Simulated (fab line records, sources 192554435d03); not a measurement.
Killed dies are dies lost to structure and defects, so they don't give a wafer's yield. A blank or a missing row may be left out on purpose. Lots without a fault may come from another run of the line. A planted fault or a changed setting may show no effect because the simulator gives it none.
Problem report in the 8D (eight disciplines) form, filled by code | flow n5_finfet | the parts of the form that need people (team, actions taken, sign-off) are left out

1. THE PROBLEM
killed_at_M4_up at N5_PASSIVATION_PROBE_49 reads a mean of 101 on 1 wafer of 1 lot; wafers without a fault read 13 with a standard deviation of 5.6. That is +16 standard deviations from the usual mean.
First seen on wafer L430.5, day 16 17:05, on prober-01. The record holds 1 wafer of 1 lot with a number at this step. Rule for "out", or "out of limits": more than 4 standard deviations from the usual mean. The other wafers with a number count as sound.

2. WHAT IT IS AND WHAT IT IS NOT
question                    | is                     | is not
which readings at this step | killed_at_M4_up        | killed_at_M0_to_M3, killed_at_contacts, killed_at_front_end, killed_at_other, killed_open, killed_short, sort_bin_6_memory
which lots                  | L430                   | -
which wafers of those lots  | all that have a number | -
read on which tools         | prober-01              | -
when                        | from day 16 17:05      | up to then (0 sound wafers)

3. SUSPECTS, AND WHAT RULES EACH OUT
Counting: a tool at a process step up to the reading stays a suspect if it ran every lot that is out and no sound lot after the first of them.
- pvd_sputter-03 at N5_BEOL_M4_SPUTTER_48 (material Cu, target thk 4.5 nm, time 8.29 s): kept. It ran the lot that is out, L430 (day 12 07:10), and no sound lot after that.
- pvd_sputter-03 at N5_BEOL_M4_ANNEAL_82 (time 240 s): kept. It ran the lot that is out, L430 (day 12 07:41), and no sound lot after that.
- pvd_sputter-03 at N5_BEOL_M4_SPUTTER_90 (material Cu, target thk 4.5 nm, time 8.29 s): kept. It ran the lot that is out, L430 (day 12 08:16), and no sound lot after that.
- pvd_sputter-03 at N5_BEOL_M4_ANNEAL_93 (time 240 s): kept. It ran the lot that is out, L430 (day 12 08:34), and no sound lot after that.
- pvd_sputter-03 at N5_BEOL_M4_ANNEAL_95 (time 240 s): kept. It ran the lot that is out, L430 (day 12 08:47), and no sound lot after that.
- rtp_anneal-02 at N5_BEOL_M4_ANNEAL_51 (time 90 s): kept. It ran the lot that is out, L430 (day 12 09:10), and no sound lot after that.
- prober-01 at N5_PASSIVATION_PROBE_49: kept. It ran the lot that is out, L430 (day 16 17:05), and no sound lot after that. Its own readings are out on those wafers: killed_at_M4_up.
Left after counting: pvd_sputter-03 at N5_BEOL_M4_SPUTTER_48, pvd_sputter-03 at N5_BEOL_M4_ANNEAL_82, pvd_sputter-03 at N5_BEOL_M4_SPUTTER_90, pvd_sputter-03 at N5_BEOL_M4_ANNEAL_93, pvd_sputter-03 at N5_BEOL_M4_ANNEAL_95, rtp_anneal-02 at N5_BEOL_M4_ANNEAL_51, prober-01 at N5_PASSIVATION_PROBE_49.

4. THE CAUSE (what the simulator had put in)
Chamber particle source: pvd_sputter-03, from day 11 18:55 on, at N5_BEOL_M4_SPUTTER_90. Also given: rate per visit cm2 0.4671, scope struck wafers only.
Counting left 7 suspects, and this tool is among them.

5. THE CHAIN OF EFFECTS, in route order
Each row: a reading whose mean over the struck wafers that have a number lies more than 3 standard deviations from the usual. Only readings for which the record gives a usual standard deviation are gone through. hours: the time from each lot's start at the first step in this table that gives one to its start at this step, as a median over the lots. sigmas: the change in usual standard deviations.
hours | step                    | reading              | usual  | on struck wafers | change | sigmas
0     | N5_PASSIVATION_PROBE_49 | defect_limited_yield | 91.5 % | 86.1             | -5.4   | -3.4
0     | N5_PASSIVATION_PROBE_49 | killed_at_M4_up      | 13     | 101              | +88    | +16
0     | N5_PASSIVATION_PROBE_49 | killed_dies          | 101    | 164              | +63    | +3.3
0     | N5_PASSIVATION_PROBE_49 | sort_bin_5_function  | 5.0 %  | 8.9              | +3.9   | +3.9
0     | N5_PASSIVATION_PROBE_49 | sort_n_pass          | 1079   | 1016             | -63    | -3.3
0     | N5_PASSIVATION_PROBE_49 | sort_yield_pct       | 91.5 % | 86.1             | -5.4   | -3.4
The process steps in it:
- N5_PASSIVATION_PROBE_49

6. WHAT WOULD HAVE CAUGHT IT SOONER
In this record the first reading out of limits was taken at day 16 17:05, 118 hours after the fault began at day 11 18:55.
Of the tool readings at N5_BEOL_M4_SPUTTER_90 for which the record gives a usual standard deviation, none was out on any struck wafer, so an alarm limit of 4 standard deviations on them would not have fired.
All the lots that are out (1) had begun N5_BEOL_M4_SPUTTER_90 on pvd_sputter-03 by day 16 17:05. A hold on the tool at that time would have spared none of them.
